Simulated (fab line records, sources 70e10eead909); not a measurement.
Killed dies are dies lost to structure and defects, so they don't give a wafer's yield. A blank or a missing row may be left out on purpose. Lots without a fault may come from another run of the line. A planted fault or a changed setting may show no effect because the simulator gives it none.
fab line records | flow nand_harc
record lots=14 wafers=41 last_day=33
route steps=1302 shown A_ONON_D1@437 A_CHANNEL_HOLE_D1@460 END@1301
lots that met no fault: from a run of the same line without faults
start_h: hours from the record's first day to the start of the lot's first wafer shown | wait_h: hours since the lot's step before | " the same as in the row above | L1.1+2: a row that stands for several wafers | - no value, or no start given | * or withheld: withheld | < > ~ a bound
route shown NAME@n: a module of which the file shows steps, and the number in the route of the first | usual: mean/standard deviation of fault-free wafers | same: alike in all rows | chamber/n: place in a boat | sites: the reading at each site | _std_site: their standard deviation | _edge_site: outer sites' mean less inner sites' | radius_mm: how far each site lies from the wafer's centre | mask NAME#n: copy n | behind: the tool/chamber that last shaped the wafer | hold: why the lot was held/for how many hours/how that ended | device: the transistor (n, p or np) that didn't switch | end of line: the same wafers' tests at the end of the route | a step without rows: its recipe alone | killed: dies lost to structure and defects at the first sort, not the wafer's yield | map: a wafer's dies, x killed, . not, _ none there
set.NAME: the setting as run; set.NAME@STEP: as run at that earlier step | model.NAME: the simulator's own value behind a step, which no gauge read
steps of the route over a sample of lots; a table a step, a row a wafer
services: from which hour (start_h, from the record's first day; less than 0 if before it) a tool's chamber was out of use, for how many hours, and why
## steps
# step NHARC_A_ONON_D1_THK_MEAS_18
# recipe thk_meas_gauge=ellipsometry
# usual thk_nm=1002/9.8
# columns lot.wafer tool chamber start_h wait_h thk_nm
L884.1 film_metro-01 - 183.14 - 991
L884.2 " - " " 991
L884.4 " - " " 992
L886.4 film_metro-02 - 195.64 - 992
L886.5 " - " " 994
L886.6 " - " " 993
L887.2 film_metro-02 - 203.46 - 1004
L887.3 " - " " 1005
L888.1 film_metro-02 - 214.40 - 1021
L888.2 " - " " 1021
L888.4 " - " " 1021
L893.2 film_metro-02 - 270.22 - 1000
L893.3 " - " " 999
L893.4 " - " " 1000
L897.1 film_metro-02 - 295.64 - 1012
L897.4 " - " " 1013
L897.6 " - " " 1012
L896.1 film_metro-01 - 295.89 - 994
L896.2 " - " " 993
L896.5 " - " " 993
L898.4 film_metro-01 - 326.83 - 1014
L898.5 " - " " 1014
L898.6 " - " " 1015
L899.3 film_metro-02 - 330.17 - 1006
L899.4 " - " " 1004
L899.6 " - " " 1005
L901.1 film_metro-01 - 339.65 - 977
L901.2 " - " " 980
L901.3 " - " " 975
L902.1 film_metro-01 - 350.62 - 998
L902.4 " - " " 1000
L902.5 " - " " 1001
L903.2 film_metro-01 - 369.44 - 1004
L903.3 " - " " 1004
L903.4 " - " " 1005
L904.2 film_metro-01 - 369.58 - 998
L904.3 " - " " 998
L904.5 " - " " 997
L905.1 film_metro-01 - 390.12 - 992
L905.3 " - " " 992
L905.6 " - " " 991
# step NHARC_A_CHANNEL_HOLE_D1_PEB_08
# recipe peb_temp_c=100 peb_time_s=65
# usual heater_power_total_W=156.6/0.42
# columns lot.wafer tool chamber start_h wait_h heater_power_total_W
L884.1 litho_track-01 0 192.94 0.1 156.0
L884.2 " 0 " " 156.0
L884.4 " 0 " " 156.4
L886.4 litho_track-06 0 202.53 0.0 156.0
L886.5 " 0 " " 156.0
L886.6 " 0 " " 157.0
L887.2 litho_track-01 0 211.68 0.1 193.4
L887.3 " 0 " " 156.1
L888.1 litho_track-01 0 223.49 0.1 193.3
L888.2 " 0 " " 191.9
L888.4 " 0 " " 156.8
L893.2 litho_track-06 0 275.51 0.1 156.0
L893.3 " 0 " " 156.5
L893.4 " 0 " " 156.9
L897.1 litho_track-01 0 304.57 0.1 156.8
L897.4 " 0 " " 156.8
L897.6 " 0 " " 156.4
L896.1 litho_track-01 0 306.38 0.1 157.1
L896.2 " 0 " " 156.1
L896.5 " 0 " " 156.8
L898.4 litho_track-04 0 332.17 0.0 156.2
L898.5 " 0 " " 156.9
L898.6 " 0 " " 157.1
L899.3 litho_track-06 0 339.37 0.0 156.3
L899.4 " 0 " " 157.0
L899.6 " 0 " " 156.0
L901.1 litho_track-01 0 344.98 0.1 156.6
L901.2 " 0 " " 156.0
L901.3 " 0 " " 156.6
L902.1 litho_track-01 0 356.15 0.1 157.1
L902.4 " 0 " " 156.1
L902.5 " 0 " " 155.9
L903.2 litho_track-06 0 376.41 0.1 157.2
L903.3 " 0 " " 156.3
L903.4 " 0 " " 157.1
L904.2 litho_track-06 0 377.77 0.1 156.8
L904.3 " 0 " " 157.1
L904.5 " 0 " " 156.4
L905.1 litho_track-06 0 395.59 0.1 157.2
L905.3 " 0 " " 156.6
L905.6 " 0 " " 156.6
# step NHARC_A_CHANNEL_HOLE_D1_CD_MEAS_10
# recipe target_cd_nm=100 landing_energy_ev=500
# usual cd_nm=99.9/0.44
# columns lot.wafer tool chamber start_h wait_h hold cd_nm
L884.1 cd_sem-03 0 193.02 - - 100.6
L884.2 " 0 " " - 99.8
L884.4 " 0 " " - 99.8
L886.4 cd_sem-02 0 202.61 - - 99.4
L886.5 " 0 " " - 99.8
L886.6 " 0 " " - 99.4
L887.2 cd_sem-01 0 211.76 - await_dispo/0.2h/release 88.0
L887.3 " 0 " " await_dispo/0.2h/release 100.1
L887.2 cd_sem-01 0 - - - 88.2
L887.3 " 0 " " - 100.1
L888.1 cd_sem-03 0 223.57 - await_dispo/0.2h/release 88.7
L888.2 " 0 " " await_dispo/0.2h/release 88.4
L888.4 " 0 " " await_dispo/0.2h/release 100.2
L888.1 cd_sem-03 0 - - - 88.6
L888.2 " 0 " " - 88.7
L888.4 " 0 " " - 100.3
L893.2 cd_sem-03 0 275.59 - - 99.5
L893.3 " 0 " " - 99.9
L893.4 " 0 " " - 100.1
L897.1 cd_sem-03 0 304.65 - - 100.7
L897.4 " 0 " " - 100.5
L897.6 " 0 " " - 100.3
L896.1 cd_sem-03 0 306.46 - - 99.6
L896.2 " 0 " " - 100.0
L896.5 " 0 " " - 100.6
L898.4 cd_sem-01 0 332.25 - - 100.4
L898.5 " 0 " " - 100.1
L898.6 " 0 " " - 100.6
L899.3 cd_sem-03 0 339.45 - - 99.9
L899.4 " 0 " " - 99.8
L899.6 " 0 " " - 100.2
L901.1 cd_sem-01 0 345.06 - - 100.5
L901.2 " 0 " " - 100.0
L901.3 " 0 " " - 100.3
L902.1 cd_sem-03 0 356.23 - - 99.8
L902.4 " 0 " " - 100.2
L902.5 " 0 " " - 99.6
L903.2 cd_sem-02 0 376.49 - - 100.4
L903.3 " 0 " " - 100.4
L903.4 " 0 " " - 99.7
L904.2 cd_sem-02 0 377.86 - - 100.0
L904.3 " 0 " " - 99.2
L904.5 " 0 " " - 99.5
L905.1 cd_sem-02 0 395.68 - - 99.9
L905.3 " 0 " " - 100.0
L905.6 " 0 " " - 100.1
# step NHARC_A_CHANNEL_HOLE_D1_ETCH_38
# recipe target_depth_a=390 over_etch_frac=0.3 time_s=65 ion_energy_ev=80 cf4_flow_sccm=150 ar_flow_sccm=0 rf_w=300 bias_w=100 chemistry=CF4
# usual chamber_pressure_mTorr=50.00/0.044 drypump_motor_current_A=5.6/0.4 mfc_ar_sccm=0.014/0.014 oes_product_au=0.994/0.01 rf_vpp_V=151.0/1.1 showerhead_plenum_p_Torr=1.75/0.058 throttle_valve_pct=13.283/0.009
# same over_etch_frac=0.3 time_s=65
# columns lot.wafer tool chamber start_h wait_h chamber_pressure_mTorr drypump_motor_current_A mfc_ar_sccm oes_product_au rf_hours_counter_h rf_vpp_V showerhead_plenum_p_Torr throttle_valve_pct
L884.1 rie_diel-10 0 193.30 0.1 49.99 6.0 0.008 0.991 10 150.0 1.74 13.268
L884.4 " 1 " " 50.02 5.1 0.021 0.998 10 151.1 1.73 13.293
L884.2 " 2 " " 49.96 5.3 0.037 1.010 10 151.5 1.86 13.291
L886.4 rie_diel-10 1 202.89 0.1 50.05 5.1 0.021 1.003 12 149.9 1.73 13.284
L886.6 " 3 " " 50.09 5.9 0 1.016 - 151.7 1.72 13.287
L886.5 " 0 " " 49.98 6.0 0.008 1.002 - 150.3 1.74 13.282
L887.2 rie_diel-10 0 214.01 0.1 50.00 6.0 0.008 0.990 12 151.6 1.74 13.288
L887.3 " 2 " " 50.06 5.3 0.037 1.005 13 151.8 1.86 13.284
L888.1 rie_diel-10 3 225.58 0.1 50.09 5.9 0 1.014 11 151.3 1.72 13.286
L888.2 " 0 " " 50.07 6.0 0.008 0.995 14 151.3 1.74 13.269
L888.4 " 1 " " 50.05 5.1 0.021 0.985 14 150.7 1.73 13.282
L893.2 rie_diel-11 0 275.90 0.1 49.90 6.3 0.002 0.985 3 151.9 1.74 13.286
L893.3 " 1 " " 49.99 5.6 0.005 1.003 3 150.8 1.66 13.285
L893.4 " 2 " " 50.03 5.3 0.037 1.000 3 148.9 1.72 13.269
L897.1 rie_diel-11 1 304.93 0.1 50.07 5.6 0.005 0.997 16 150.3 1.66 13.277
L897.4 " 2 " " 49.98 5.3 0.037 0.997 17 150.0 1.71 13.288
L897.6 " 1 " " 50.01 5.6 0.005 1.000 - 150.4 1.66 13.265
L896.1 rie_diel-10 0 306.73 0.1 50.03 6.0 0.008 0.982 5 149.8 1.73 13.281
L896.2 " 2 " " 49.97 5.2 0.037 0.998 5 151.7 1.86 13.284
L896.5 " 0 " " 50.04 6.0 0.008 0.975 - 150.1 1.73 13.282
L898.4 rie_diel-10 2 332.52 0.1 50.02 5.3 0.037 0.994 7 151.5 1.86 13.293
L898.6 " 1 " " 49.93 5.1 0.021 0.975 - 149.0 1.73 13.287
L898.5 " 2 " " 49.94 5.3 0.037 0.997 - 151.2 1.86 13.284
L899.4 rie_diel-10 0 339.73 0.1 49.94 6.0 0.008 0.987 8 151.3 1.73 13.284
L899.3 " 1 " " 50.00 5.1 0.021 0.991 8 151.7 1.73 13.279
L899.6 " 0 " " 49.95 6.0 0.008 0.986 - 149.8 1.73 13.282
L901.1 rie_diel-10 1 345.33 0.1 49.98 5.1 0.021 0.989 8 151.8 1.73 13.265
L901.3 " 3 " " 50.06 5.9 0 1.003 8 150.7 1.72 13.300
L901.2 " 0 " " 50.03 6.0 0.008 0.980 8 150.5 1.73 13.281
L902.1 rie_diel-10 0 356.51 0.1 50.00 6.0 0.008 0.986 10 149.7 1.73 13.283
L902.4 " 1 " " 50.01 5.1 0.021 0.986 9 149.1 1.73 13.281
L902.5 " 2 " " 50.01 5.3 0.037 0.984 - 153.2 1.86 13.271
L903.2 rie_diel-10 1 376.76 0.1 49.90 5.1 0.021 1.011 10 151.7 1.73 13.294
L903.3 " 3 " " 50.01 5.9 0 1.009 12 151.5 1.71 13.289
L903.4 " 0 " " 50.00 6.0 0.008 0.993 12 151.9 1.73 13.285
L904.3 rie_diel-03 1 378.12 0.1 50.06 5.8 0 0.973 23 150.5 1.64 13.295
L904.2 " 3 " " 50.05 5.1 0.016 0.994 22 150.8 1.74 13.279
L904.5 " 2 " " 49.97 5.5 0 0.994 - 151.2 1.77 13.295
L905.1 rie_diel-03 1 395.95 0.1 49.97 5.8 0 0.973 27 150.7 1.64 13.287
L905.3 " 3 " " 50.02 5.1 0.016 0.993 27 150.4 1.74 13.288
L905.6 " 1 " " 50.07 5.8 0 0.980 - 148.8 1.64 13.286
# step NHARC_A_CHANNEL_HOLE_D1_ETCH_23
# recipe bias_v=5000 source_w=withheld pressure_mtorr=20 time_s=819 ar_flow_sccm=375 c4f8_flow_sccm=89.3 o2_flow_sccm=35.7 temp_c=-20 target_depth_a=16000 chemistry=C4F8/O2/Ar
# usual chamber_pressure_mTorr=20.000/0.019 drypump_motor_current_A=5.71/0.22 mfc_ar_sccm=375.1/1.1 showerhead_plenum_p_Torr=3.67/0.093 throttle_valve_pct=32.155/0.0096
# same time_s=819
# columns lot.wafer tool chamber start_h wait_h chamber_pressure_mTorr drypump_motor_current_A mfc_ar_sccm rf_hours_counter_h showerhead_plenum_p_Torr throttle_valve_pct
L884.2 har_etch-02 1 196.75 0.5 20.013 5.79 375.4 299 3.77 32.158
L884.1 " 0 " " 19.984 5.35 377.6 299 3.76 32.151
L884.4 " 0 " " 20.009 5.34 376.8 - 3.76 32.157
L886.4 har_etch-02 0 205.76 0.5 19.969 5.35 373.7 - 3.76 32.133
L886.5 " 1 " " 19.998 5.79 375.3 - 3.76 32.139
L886.6 " 0 " " 20.004 5.35 374.1 - 3.76 32.165
L887.2 har_etch-02 0 225.74 0.5 19.998 5.36 377.0 310 3.76 32.142
L887.3 " 1 " " 19.988 5.80 375.5 - 3.76 32.157
L888.2 har_etch-02 1 230.47 0.5 19.999 5.79 375.2 322 3.75 32.148
L888.1 " 0 " " 19.975 5.37 377.1 322 3.75 32.163
L888.4 " 0 " " 19.974 5.37 376.3 - 3.75 32.152
L893.2 har_etch-02 1 281.87 0.5 19.990 5.80 374.7 357 3.73 32.170
L893.4 " 0 " " 19.991 5.37 374.6 - 3.75 32.155
L893.3 " 1 " " 20.021 5.79 376.3 - 3.73 32.149
L897.1 har_etch-01 1 307.60 0.5 19.976 5.70 373.8 162 3.69 32.162
L897.4 " 0 " " 19.987 6.01 375.0 - 3.52 32.155
L897.6 " 1 " " 19.979 5.69 374.8 - 3.69 32.141
L896.2 har_etch-02 1 310.27 0.5 19.994 5.78 375.5 376 3.72 32.143
L896.1 " 0 " " 19.964 5.37 375.5 353 3.73 32.144
L896.5 " 1 " " 20.030 5.77 375.0 - 3.72 32.153
L898.4 har_etch-01 0 337.51 0.5 19.984 5.94 374.7 - 3.52 32.146
L898.5 " 1 " " 20.007 5.72 375.6 - 3.69 32.148
L898.6 " 0 " " 20.031 5.95 377.2 - 3.52 32.136
L899.3 har_etch-01 0 342.50 0.5 20.010 5.96 375.4 - 3.51 32.143
L899.4 " 1 " " 19.987 5.72 373.3 - 3.68 32.162
L899.6 " 1 " " 19.991 5.70 373.0 - 3.68 32.154
L901.2 har_etch-02 1 347.87 0.5 19.962 5.81 375.5 395 3.71 32.167
L901.1 " 0 " " 20.006 5.37 374.8 372 3.72 32.164
L901.3 " 0 " " 19.990 5.37 376.7 - 3.72 32.159
L902.1 har_etch-02 1 359.03 0.5 20.020 5.80 375.1 402 3.71 32.159
L902.4 " 0 " " 19.980 5.36 376.5 - 3.72 32.143
L902.5 " 1 " " 20.016 5.78 374.9 - 3.71 32.156
L903.2 har_etch-01 1 388.92 0.5 19.981 5.66 373.7 208 3.67 32.143
L903.3 " 1 " " 20.014 5.67 374.7 - 3.67 32.162
L903.4 " 0 " " 19.987 5.95 373.9 - 3.50 32.167
L904.2 har_etch-01 1 393.21 0.5 20.044 5.63 375.3 212 3.67 32.148
L904.3 " 1 " " 20.004 5.66 374.8 - 3.67 32.161
L904.5 " 1 " " 20.009 5.68 374.6 - 3.67 32.159
L905.1 har_etch-01 0 405.40 0.5 19.978 5.93 374.6 223 3.49 32.155
L905.3 " 0 " " 20.002 5.99 372.6 - 3.49 32.142
L905.6 " 0 " " 19.996 5.98 375.3 - 3.49 32.147
# step NHARC_A_CHANNEL_HOLE_D1_CD_MEAS_30
# usual cd_nm=89.6/1.2
# columns lot.wafer tool chamber start_h wait_h hold cd_nm
L884.1 cd_sem-03 - 200.83 - - 89.2
L884.2 " - " " - 89.8
L884.4 " - " " - 86.3
L886.4 cd_sem-01 - 209.51 - - 90.7
L886.5 " - " " - 90.2
L886.6 " - " " - 90.1
L887.2 cd_sem-02 - 231.37 - await_dispo/0.2h/release 76.2
L887.3 " - " " await_dispo/0.2h/release 88.8
L887.2 cd_sem-02 - 231.55 0.2 - 75.9
L887.3 " - " " - 88.7
L888.1 cd_sem-03 - 234.96 - await_dispo/0.2h/release 77.8
L888.2 " - " " await_dispo/0.2h/release 76.4
L888.4 " - " " await_dispo/0.2h/release 87.4
L888.1 cd_sem-03 - 235.15 0.2 - 77.9
L888.2 " - " " - 76.4
L888.4 " - " " - 87.2
L893.2 cd_sem-01 - 285.85 - - 89.5
L893.3 " - " " - 90.4
L893.4 " - " " - 88.8
L897.1 cd_sem-03 - 311.68 - - 90.9
L897.4 " - " " - 90.8
L897.6 " - " " - 89.0
L896.1 cd_sem-03 - 314.47 - - 89.4
L896.2 " - " " - 88.6
L896.5 " - " " - 89.5
L898.4 cd_sem-01 - 341.25 - - 88.5
L898.5 " - " " - 89.1
L898.6 " - " " - 88.7
L899.3 cd_sem-02 - 346.55 - - 91.6
L899.4 " - " " - 89.7
L899.6 " - " " - 92.2
L901.1 cd_sem-01 - 355.97 - - 89.5
L901.2 " - " " - 89.2
L901.3 " - " " - 89.3
L902.1 cd_sem-02 - 363.12 - - 91.1
L902.4 " - " " - 92.9
L902.5 " - " " - 92.2
L903.2 cd_sem-01 - 393.02 - - 89.9
L903.3 " - " " - 88.9
L903.4 " - " " - 88.4
L904.2 cd_sem-02 - 397.18 - - 89.6
L904.3 " - " " - 90.8
L904.5 " - " " - 89.1
L905.1 cd_sem-02 - 409.38 - - 89.5
L905.3 " - " " - 89.6
L905.6 " - " " - 88.7
# step NHARC_A_CHANNEL_HOLE_D1_XSEM_31
# recipe landing_energy_ev=35000
# usual bot_cd_nm=74.1/1.4 bow_nm=8.64/0.27 tilt_deg=0.07/0.05
# columns lot.wafer tool chamber start_h wait_h hold bot_cd_nm bow_nm tilt_deg
L884.1 xsem-01 0 200.92 0.1 - 73.1 8.89 0.09
L884.2 " 0 " " - 73.0 8.71 0.09
L884.4 " 0 " " - 69.5 8.84 0.09
L886.4 xsem-02 0 209.60 0.1 - 75.0 8.77 0.09
L886.5 " 0 " " - 74.1 8.69 0.08
L886.6 " 0 " " - 75.4 8.78 0.08
L887.2 xsem-01 0 232.44 0.9 await_dispo/0.8h/release 60.7 8.35 0.04
L887.3 " 0 " " await_dispo/0.8h/release 74.2 8.40 0.04
L888.1 xsem-01 0 237.50 2.4 await_dispo/2.3h/release 62.2 9.03 0.01
L888.2 " 0 " " await_dispo/2.3h/release 60.9 8.95 0.01
L888.4 " 0 " " await_dispo/2.3h/release 71.6 8.94 0.01
L893.2 xsem-01 0 285.93 0.1 - 73.9 9.04 0.07
L893.3 " 0 " " - 75.3 8.97 0.07
L893.4 " 0 " " - 73.3 8.95 0.07
L897.1 xsem-02 0 311.77 0.1 - 75.2 8.80 0.01
L897.4 " 0 " " - 74.7 8.76 0.01
L897.6 " 0 " " - 73.3 8.74 0.01
L896.1 xsem-01 0 314.56 0.1 - 72.9 8.62 0.15
L896.2 " 0 " " - 72.1 8.60 0.15
L896.5 " 0 " " - 73.0 8.63 0.15
L898.4 xsem-01 0 341.34 0.1 - 73.6 9.02 0.06
L898.5 " 0 " " - 74.8 8.91 0.06
L898.6 " 0 " " - 73.5 8.95 0.06
L899.3 xsem-01 0 346.64 0.1 - 75.8 8.52 0.06
L899.4 " 0 " " - 74.1 8.59 0.06
L899.6 " 0 " " - 77.8 8.48 0.06
L901.1 xsem-01 0 356.05 0.1 - 74.4 8.79 0.01
L901.2 " 0 " " - 72.7 8.83 0.01
L901.3 " 0 " " - 73.8 8.84 0.01
L902.1 xsem-01 0 363.21 0.1 - 74.5 8.90 0.07
L902.4 " 0 " " - 76.0 8.96 0.07
L902.5 " 0 " " - 75.5 8.98 0.07
L903.2 xsem-02 0 393.11 0.1 - 74.4 8.67 0.12
L903.3 " 0 " " - 73.8 8.64 0.12
L903.4 " 0 " " - 73.1 8.63 0.12
L904.2 xsem-01 0 397.27 0.1 - 74.5 8.91 0.01
L904.3 " 0 " " - 75.4 8.91 0.01
L904.5 " 0 " " - 74.7 8.94 0.01
L905.1 xsem-02 0 409.47 0.1 - 73.5 8.64 0.09
L905.3 " 0 " " - 74.7 8.62 0.09
L905.6 " 0 " " - 73.2 8.60 0.09
# step NHARC_END_WLT_00
# usual VT_DECK1_BOTTOM=0.869/0.0064 VT_DECK1_BOTTOM_INNER=0.869/0.0066 VT_DECK1_MEDIAN_NEAR_BOTTOM=0.870/0.0065 VT_DECK1_MEDIAN_NEAR_BOTTOM_INNER=0.870/0.0072 VT_DECK1_MIDDLE=0.883/0.0057 VT_DECK1_MIDDLE_INNER=0.883/0.0059 VT_DECK1_TOP=0.895/0.0059 VT_DECK1_TOP_INNER=0.895/0.0059 VT_DECK2_BOTTOM=0.870/0.0079 VT_DECK2_BOTTOM_INNER=0.868/0.0078 VT_DECK2_MEDIAN_NEAR_BOTTOM=0.870/0.0082 VT_DECK2_MEDIAN_NEAR_BOTTOM_INNER=0.870/0.0083 VT_DECK2_MIDDLE=0.882/0.0072 VT_DECK2_MIDDLE_INNER=0.883/0.0068 VT_DECK2_TOP=0.894/0.0082 VT_DECK2_TOP_INNER=0.893/0.0077
# columns lot.wafer tool chamber start_h wait_h VT_DECK1_BOTTOM VT_DECK1_BOTTOM_INNER VT_DECK1_MEDIAN_NEAR_BOTTOM VT_DECK1_MEDIAN_NEAR_BOTTOM_INNER VT_DECK1_MIDDLE VT_DECK1_MIDDLE_INNER VT_DECK1_TOP VT_DECK1_TOP_INNER VT_DECK2_BOTTOM VT_DECK2_BOTTOM_INNER VT_DECK2_MEDIAN_NEAR_BOTTOM VT_DECK2_MEDIAN_NEAR_BOTTOM_INNER VT_DECK2_MIDDLE VT_DECK2_MIDDLE_INNER VT_DECK2_TOP VT_DECK2_TOP_INNER
L884.1 prober-02 - 573.88 0.1 0.859 0.864 0.865 0.862 0.872 0.880 0.885 0.893 0.879 0.871 0.869 0.877 0.879 0.886 0.890 0.888
L884.2 " - " " 0.867 0.869 0.865 0.860 0.872 0.881 0.885 0.893 0.875 0.868 0.873 0.865 0.882 0.881 0.900 0.897
L884.4 " - 575.39 1.6 0.857 0.857 0.857 0.859 0.873 0.879 0.890 0.896 0.869 0.868 0.864 0.874 0.879 0.879 0.893 0.890
L886.4 prober-01 - 575.37 1.5 0.868 0.869 0.875 0.865 0.884 0.885 0.891 0.890 0.863 0.860 0.861 0.868 0.872 0.883 0.890 0.887
L886.5 " - " " 0.871 0.864 0.868 0.872 0.879 0.882 0.890 0.896 0.864 0.859 0.866 0.867 0.883 0.877 0.891 0.889
L886.6 " - " " 0.867 0.868 0.869 0.873 0.873 0.874 0.888 0.890 0.859 0.867 0.865 0.857 0.872 0.873 0.886 0.888
L887.2 prober-01 - 589.97 0.5 0.819 0.819 0.821 0.815 0.840 0.852 0.859 0.870 0.867 0.864 0.860 0.862 0.872 0.883 0.893 0.887
L887.3 " - " " 0.865 0.863 0.863 0.856 0.876 0.877 0.891 0.893 0.870 0.870 0.864 0.867 0.873 0.872 0.891 0.891
L888.1 prober-01 - 612.73 0.0 0.829 0.837 0.837 0.824 0.840 0.856 0.869 0.862 0.871 0.865 0.875 0.875 0.882 0.890 0.899 0.896
L888.2 " - " " 0.826 0.821 0.833 0.822 0.846 0.840 0.867 0.863 0.869 0.871 0.872 0.874 0.873 0.894 0.901 0.896
L888.4 " - " " 0.866 0.865 0.867 0.865 0.878 0.878 0.901 0.895 0.865 0.875 0.873 0.868 0.874 0.883 0.895 0.893
L893.2 prober-01 - 660.11 0.5 0.872 0.880 0.879 0.877 0.888 0.892 0.898 0.904 0.860 0.866 0.870 0.862 0.875 0.885 0.875 0.885
L893.3 " - " " 0.880 0.879 0.894 0.890 0.892 0.889 0.900 0.900 0.860 0.870 0.860 0.865 0.875 0.868 0.877 0.886
L893.4 " - " " 0.882 0.882 0.868 0.876 0.889 0.892 0.904 0.905 0.858 0.865 0.867 0.866 0.877 0.866 0.889 0.882
L896.1 prober-01 - 683.12 0.0 0.874 0.869 0.869 0.871 0.881 0.878 0.895 0.904 0.879 0.870 0.873 0.876 0.884 0.895 0.905 0.907
L896.2 " - " " 0.862 0.866 0.872 0.864 0.878 0.883 0.901 0.894 0.874 0.871 0.876 0.882 0.892 0.887 0.906 0.897
L896.5 " - 685.13 2.0 0.874 0.868 0.868 0.873 0.888 0.887 0.904 0.905 0.880 0.888 0.879 0.884 0.888 0.890 0.902 0.898
L897.1 prober-01 - 690.92 7.8 0.876 0.870 0.869 0.874 0.876 0.885 0.895 0.890 0.861 0.862 0.868 0.860 0.877 0.878 0.881 0.888
L897.4 " - 692.45 9.4 0.870 0.871 0.867 0.869 0.886 0.883 0.893 0.891 0.860 0.867 0.864 0.867 0.882 0.876 0.890 0.887
L897.6 " - 693.47 10.4 0.869 0.864 0.867 0.875 0.882 0.878 0.887 0.898 0.868 0.866 0.863 0.873 0.877 0.877 0.883 0.891
L899.3 prober-01 - 711.26 1.1 0.876 0.880 0.884 0.885 0.885 0.885 0.897 0.903 0.878 0.868 0.875 0.862 0.886 0.876 0.896 0.894
L899.4 " - " " 0.876 0.881 0.885 0.878 0.888 0.886 0.902 0.905 0.868 0.870 0.860 0.863 0.882 0.879 0.893 0.890
L899.6 " - 712.80 2.6 0.889 0.881 0.882 0.886 0.886 0.886 0.893 0.898 0.855 0.853 0.859 0.860 0.879 0.882 0.888 0.891
L898.4 prober-02 - 711.73 1.5 0.870 0.866 0.869 0.876 0.886 0.884 0.901 0.901 0.868 0.874 0.872 0.869 0.890 0.880 0.898 0.902
L898.5 " - " " 0.871 0.878 0.873 0.880 0.884 0.886 0.897 0.905 0.867 0.863 0.865 0.864 0.882 0.886 0.908 0.901
L898.6 " - " " 0.868 0.868 0.871 0.866 0.881 0.891 0.889 0.899 0.875 0.873 0.877 0.868 0.884 0.873 0.891 0.899
L901.1 prober-02 - 733.02 0.1 0.878 0.873 0.888 0.874 0.890 0.894 0.902 0.898 0.877 0.867 0.885 0.876 0.891 0.883 0.899 0.890
L901.2 " - " " 0.883 0.877 0.871 0.871 0.888 0.892 0.898 0.909 0.868 0.879 0.879 0.887 0.890 0.891 0.894 0.894
L901.3 " - " " 0.881 0.879 0.874 0.880 0.892 0.892 0.901 0.903 0.881 0.876 0.885 0.885 0.880 0.892 0.895 0.895
L902.1 prober-01 - 750.08 0.0 0.873 0.865 0.873 0.874 0.894 0.888 0.901 0.908 0.855 0.847 0.852 0.858 0.875 0.873 0.884 0.886
L902.4 " - 751.57 1.5 0.878 0.875 0.873 0.880 0.884 0.884 0.899 0.900 0.867 0.867 0.862 0.857 0.869 0.878 0.880 0.873
L902.5 " - " " 0.870 0.873 0.874 0.875 0.891 0.883 0.902 0.900 0.863 0.861 0.860 0.856 0.864 0.879 0.878 0.881
L904.2 prober-02 - 768.26 0.6 0.870 0.865 0.871 0.876 0.885 0.873 0.903 0.897 0.868 0.867 0.873 0.866 0.885 0.891 0.892 0.901
L904.3 " - " " 0.868 0.875 0.873 0.869 0.889 0.884 0.896 0.900 0.865 0.868 0.870 0.872 0.884 0.880 0.893 0.898
L904.5 " - " " 0.867 0.874 0.862 0.865 0.883 0.875 0.899 0.890 0.880 0.877 0.879 0.878 0.886 0.889 0.892 0.892
L903.2 prober-01 - 776.52 0.5 0.876 0.862 0.874 0.874 0.885 0.884 0.894 0.898 0.883 0.882 0.880 0.892 0.893 0.896 0.910 0.902
L903.3 " - " " 0.872 0.871 0.872 0.867 0.888 0.892 0.900 0.896 0.889 0.883 0.890 0.890 0.886 0.904 0.911 0.914
L903.4 " - " " 0.870 0.868 0.867 0.872 0.885 0.889 0.906 0.895 0.874 0.881 0.878 0.877 0.897 0.893 0.919 0.911
L905.1 prober-02 - 783.81 7.8 0.860 0.864 0.863 0.872 0.877 0.886 0.895 0.898 0.867 0.867 0.869 0.865 0.870 0.871 0.875 0.882
L905.3 " - " " 0.865 0.873 0.870 0.871 0.890 0.879 0.893 0.896 0.870 0.861 0.865 0.863 0.877 0.869 0.891 0.895
L905.6 " - 786.27 10.3 0.874 0.874 0.863 0.869 0.877 0.881 0.895 0.900 0.863 0.867 0.865 0.871 0.875 0.883 0.883 0.883
## services
# columns tool chamber start_h hours kind
rie_diel-10 0 172.50 - clean
rie_diel-10 1 172.50 - clean
rie_diel-10 2 172.50 - clean
rie_diel-10 3 172.50 - clean
litho_track-06 - 179.00 7.0 pm
rie_diel-11 3 189.91 5.3 repair
rie_diel-10 0 197.00 - clean
litho_track-04 - 203.00 7.0 pm
har_etch-02 - 241.57 9.9 repair
rie_diel-10 - 242.50 9.0 pm
rie_diel-11 3 247.73 3.7 repair
rie_diel-11 0 252.34 2.6 repair
rie_diel-11 - 255.53 9.0 pm
rie_diel-03 1 262.06 34.1 repair
har_etch-01 - 264.55 4.1 repair
rie_diel-03 - 281.38 9.0 pm
litho_track-01 - 330.00 7.0 pm
rie_diel-03 0 332.70 5.6 repair
rie_diel-03 3 346.62 14.6 repair
rie_diel-03 2 347.41 6.0 repair
litho_track-06 - 354.00 7.0 pm
xsem-01 - 374.00 14.0 pm
har_etch-02 - 377.39 17.0 pm
litho_track-04 - 378.00 7.0 pm
## key
first_sign step=NHARC_A_CHANNEL_HOLE_D1_PEB_08 reading=heater_power_total_W direction=up sigmas=87 usual=* struck=*
effect step=NHARC_A_CHANNEL_HOLE_D1_CD_MEAS_10 reading=visit direction=added
effect step=NHARC_A_CHANNEL_HOLE_D1_CD_MEAS_10 reading=cd_nm direction=down sigmas=26 usual=99.9 struck=88.4
effect step=NHARC_A_CHANNEL_HOLE_D1_CD_MEAS_30 reading=cd_nm direction=down sigmas=11 usual=89.6 struck=76.8
effect step=NHARC_A_CHANNEL_HOLE_D1_XSEM_31 reading=bot_cd_nm direction=down sigmas=9.3 usual=74.1 struck=61.2
effect step=NHARC_END_WLT_00 reading=VT_DECK1_MIDDLE direction=down sigmas=7.2 usual=0.883 struck=0.842
met_at NHARC_A_CHANNEL_HOLE_D1_PEB_08
struck_lots L887,L888
struck_wafers L887.2,L888.1,L888.2
sort_left_out L887.2,L888.1,L888.2
tester_left_out L887,L888
not_acting_at NHARC_A_ONON_D1_THK_MEAS_18,NHARC_A_CHANNEL_HOLE_D1_ETCH_38,NHARC_A_CHANNEL_HOLE_D1_ETCH_23
onset_between 192.94 211.68
fault kind=process_parameter_drift tool=litho_track-01 chamber=- onset_h=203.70 steps=NHARC_A_CHANNEL_HOLE_D1_PEB_08 channel=peb_time_s offset=* shape=step end_h=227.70 scope=struck_wafers_only acts_in=* stated=*
# tester_left_out: of these lots the tester's yield and bins aren't shown, on N5 and GAA mostly nor the transistor test; their killed dies are dies lost to structure and defects alone, not to doping, threshold or leakage, so they don't give the yield
# sort_left_out: the simulated sort isn't trusted on such a fault, so these wafers' sort isn't shown, and their yield isn't known
